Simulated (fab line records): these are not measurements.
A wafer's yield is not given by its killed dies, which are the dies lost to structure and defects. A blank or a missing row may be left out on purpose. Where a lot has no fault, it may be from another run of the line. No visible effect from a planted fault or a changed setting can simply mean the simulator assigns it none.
Struck lot and sound lot, side by side	flow nand-harc	20 out of 1302 route steps
Sound: wafers L144.2, L144.5, L144.6. Struck: wafers L149.1, L149.3, L149.4. At the end, the cause is stated.
Order at every step that has rows: each side's tool, ch and its chambers, its first start. Under that, the readings that differ: sound wafers	struck wafers	difference of the means	sigmas: that difference in standard deviations of wafers without a fault.
alike: words and numbers the same on both sides, and readings whose means are apart by under 2 such deviations; not compared: readings that were withheld, readings missing a value for some wafer, numbers with overlapping values and no deviation given by the record, and bounds like >300 which may hide the same value.
Wherever a step has rows on one side only, a row that says differs or no value, or a row with sigmas, the two part there. Numbers that don't overlap but have no deviation are shown without sigmas and don't part them. A reading missing from all wafers of one side parts the sides only when that side holds two or more wafers.

NHARC_P_GATE_CD_MEAS_59: target cd 720 nm.
  sound on cd-sem-01 ch 0, day 13 02:36; struck on cd-sem-01 ch 0, day 15 01:02
  alike: cd-nm
then, 1 step without rows for these wafers: NHARC_P_GATE_HARDBAKE_60 (time 80 s).
NHARC_P_GATE_DESCUM_61: chemistry O2, time 3 s.
  sound on rie-diel-05 ch 2,3, day 13 02:46; struck on rie-diel-05 ch 0,1,2, day 15 01:12
  alike: drypump-motor-current-A, oes-product-au, rf-vpp-V, showerhead-plenum-p-Torr, throttle-valve-pct
  not compared: rf-hours-counter-h
after that, 1 step had no rows for these wafers: NHARC_P_GATE_IMPLANT_62.
NHARC_P_GATE_STRIP_112: strips in N2/H2, time 200 s.
  sound on plasma-asher-01 ch 0,1, day 13 03:10; struck on plasma-asher-02 ch 0,1, day 15 01:34
  alike: drypump-motor-current-A, heater-power-w, temp-c
  not compared: rf-hours-counter-h
NHARC_P_GATE_STRIP_76: strips in O2.
  sound on plasma-asher-01 ch 0,1, day 13 03:24; struck on plasma-asher-02 ch 0,1, day 15 01:50
reading	sound	struck	difference	sigmas
temp-c (C)	249.93 250.17 249.38	250.15 250.31 250.21	+0.40	+2
  alike: drypump-motor-current-A, heater-power-w
  not compared: rf-hours-counter-h
then, 6 steps without rows for these wafers: NHARC_P_GATE_STRIP_63 (strips in SPM, time 900 s); NHARC_P_GATE_DEHYDRATE_83 (time 120 s); NHARC_P_GATE_HMDS_84 (time 30 s); NHARC_P_GATE_COAT_85; NHARC_P_GATE_SOFTBAKE_86 (time 95 s); NHARC_P_GATE_EBR_87.
NHARC_P_GATE_EXPOSE_88: exposes mask P HVN, target cd 2000 nm.
  sound on krf-scanner-02 ch 0, day 13 04:10; struck on krf-scanner-04 ch 0, day 15 02:35
reading	sound	struck	difference	sigmas
exposure-dose-mJ-cm2	11.855 11.864 11.844	15.788 15.784 15.777	+3.929	+99 or more
  alike: mask
then, 2 steps without rows for these wafers: NHARC_P_GATE_PEB_89 (peb time 85 s); NHARC_P_GATE_DEVELOP_90 (time 70 s).
NHARC_P_GATE_CD_MEAS_91: target cd 2000 nm.
  sound on cd-sem-02 ch 0, day 13 04:19; struck on cd-sem-02 ch 0, day 15 02:45
reading	sound	struck	difference	sigmas
cd-nm (nm)	2003.4 2001.3 2005.1	2051.7 2049.3 2048.1	+46.4	+19
then, 1 step without rows for these wafers: NHARC_P_GATE_HARDBAKE_92 (time 80 s).
NHARC_P_GATE_DESCUM_93: chemistry O2, time 3 s.
  sound on rie-diel-05 ch 0,3, day 13 04:28; struck on rie-diel-06 ch 1,2,3, day 15 02:55
reading	sound	struck	difference	sigmas
drypump-motor-current-A (A)	6.5 6.4 6.1	5.8 5.1 5.5	-0.9	-2
model.P_GATE.cd-nm (nm)	2003 2001 2005	2052 2050 2048	+47	
  alike: oes-product-au, rf-vpp-V, showerhead-plenum-p-Torr, throttle-valve-pct
  not compared: rf-hours-counter-h
then, 2 steps without rows for these wafers: NHARC_P_GATE_IMPLANT_94; NHARC_END_SORT_01.

WHERE THEY PART
Last at NHARC_P_GATE_DESCUM_93 as far as this record goes, first at NHARC_P_GATE_STRIP_76.

WHY: what the simulator had put in
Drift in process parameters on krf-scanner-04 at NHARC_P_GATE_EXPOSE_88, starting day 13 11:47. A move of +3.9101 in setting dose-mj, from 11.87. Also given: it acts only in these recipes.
